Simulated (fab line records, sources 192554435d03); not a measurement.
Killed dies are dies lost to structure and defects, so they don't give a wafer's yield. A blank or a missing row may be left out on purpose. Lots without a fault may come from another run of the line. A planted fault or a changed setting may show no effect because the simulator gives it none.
A struck lot beside a sound one | flow n5_finfet | 16 steps out of a route of 1938
Sound: wafers L596.1, L596.5, L596.6. Struck: wafer L595.1. (L595.3 of the same lot was not struck and is left out.) The cause comes at the end.
At each step with rows: each side's tool, then ch and its chambers, then its first start. Under that, the readings that differ: sound wafers | struck wafers | difference of the means | sigmas: that difference in standard deviations of wafers without a fault.
alike: readings whose means differ by less than 2 such deviations, and words and numbers that are the same on both sides. not compared: withheld readings, readings that some wafer has no value for, bounds like >300 that may hide the same value, and numbers for which the record gives no deviation and whose values overlap.
The two part at a step that has a row with sigmas, a row that says differs or no value, or rows on one side only. Numbers that don't overlap but have no deviation are shown without sigmas and don't part them. A reading that every wafer of one side lacks parts them only if that side has two wafers or more.

N5_BEOL_M1_CMP_52: polishes, stops on SiOC, t overpolish 6.8 s, target thk 40 nm.
  sound on cmp-01 ch 0,3, day 9 07:06; struck on cmp-01 ch 1, day 8 23:12
  alike: barrier_field_endpoint_s, clearing_platen_down_force_psi, motor_current_A, overpolish_run_s, time_to_endpoint_s
N5_BEOL_M1_THK_MEAS_53: measures by xrf.
  sound on film_metro-01, day 9 07:23; struck on film_metro-01, day 8 23:27
  alike: M1_THK
then, 1 step without rows for these wafers: N5_BEOL_M1_PRE_CLEAN_60 (time 15 s).
N5_BEOL_M1_CO_CAP_55: material Co, precursor CCTBA/H2, target thk 2 nm, time 102.1 s.
  sound on cvd_co-01 ch 1,2, day 9 07:28; struck on cvd_co-01 ch 1, day 8 23:32
  alike: heater_power_w
then, 1 step without rows for these wafers: N5_BEOL_M1_PRE_CLEAN_56 (time 15 s).
N5_BEOL_M1_DEP_57: deposits SiCN from 3MS/NH3, target thk 8 nm, time 14 s.
  sound on pecvd-01 ch 0,2, day 9 07:35; struck on pecvd-02 ch 0, day 8 23:40
  alike: showerhead_plenum_p_Torr, throttle_valve_pct
N5_BEOL_M1_RS_MEAS_58: measures by four-point-probe.
  sound on film_metro-01, day 9 07:40; struck on film_metro-01, day 8 23:44
  alike: M1_RS
N5_BEOL_M1_INSPECT_59: inspects for defects (darkfield).
  sound on defect_inspect-01, day 9 07:41; struck on defect_inspect-01, day 8 23:46
  alike: raw_defect_count
then, 1 step without rows for these wafers: N5_BEOL_M2_ILD_DEP_00 (deposits SiOC from DEMS/O2, target thk 79 nm, time 15.3 s).
N5_BEOL_M2_THK_MEAS_01:
  sound on film_metro-02, day 9 07:47; struck on film_metro-02, day 8 23:52
  alike: M2_ILD_THK
N5_BEOL_M2_PECVD_72: deposits SiO2 from TEOS/O2, target thk 16 nm, time 18 s.
  sound on pecvd-03 ch 1,2, day 9 07:49; struck on pecvd-04 ch 1, day 8 23:55
  alike: heater_power_w, showerhead_plenum_p_Torr, throttle_valve_pct
N5_BEOL_M2_HM_DEP_02: deposits TiN, target thk 20 nm.
  sound on pvd_sputter-02, day 9 07:56; struck on pvd_sputter-03, day 9 00:05
  alike: chamber_pressure_pa, throttle_valve_pct
N5_BEOL_M2_COAT_61: time 60 s, resist thk 60 nm.
  sound on litho_track-01 ch 0, day 9 08:04; struck on litho_track-05 ch 0, day 9 00:12
  reading          | sound             | struck | difference | sigmas
  run_length_s (s) | 65.92 65.87 65.83 | 70.55  | +4.68      | +20
then, 1 step without rows for these wafers: N5_BEOL_M2_COAT_62 (time 60 s, resist thk 12 nm).
N5_BEOL_M4_RC_MEAS_101:
  sound on prober-02 ch 0, day 11 04:26; struck on prober-01 ch 0, day 10 09:37
  reading        | sound          | struck | difference | sigmas
  IOFF_N (nA/um) | 0.24 0.16 0.15 | 0.12   | -0.06      | -2
  alike: DIBL_N, DIBL_P, IOFF_P, ION_N, ION_P, SS_N, SS_P, VT_N, VT_P
-- the record jumps here: 5 days lie between the struck wafers' starts before and after (it left off in module BEOL_M4 and takes up again in module PASSIVATION, whose first step shown is number 1936 of the route) --
N5_PASSIVATION_PROBE_49:
  the record has rows for the struck wafers here (prober-01, day 15 03:46) and none for the sound ones

WHERE THEY PART
First at N5_BEOL_M2_COAT_61; last, within this record, at N5_PASSIVATION_PROBE_49.

WHY: what the simulator had put in
Process parameter drift: litho_track-05, from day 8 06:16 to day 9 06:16, at N5_BEOL_M2_COAT_61. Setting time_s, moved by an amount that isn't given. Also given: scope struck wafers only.
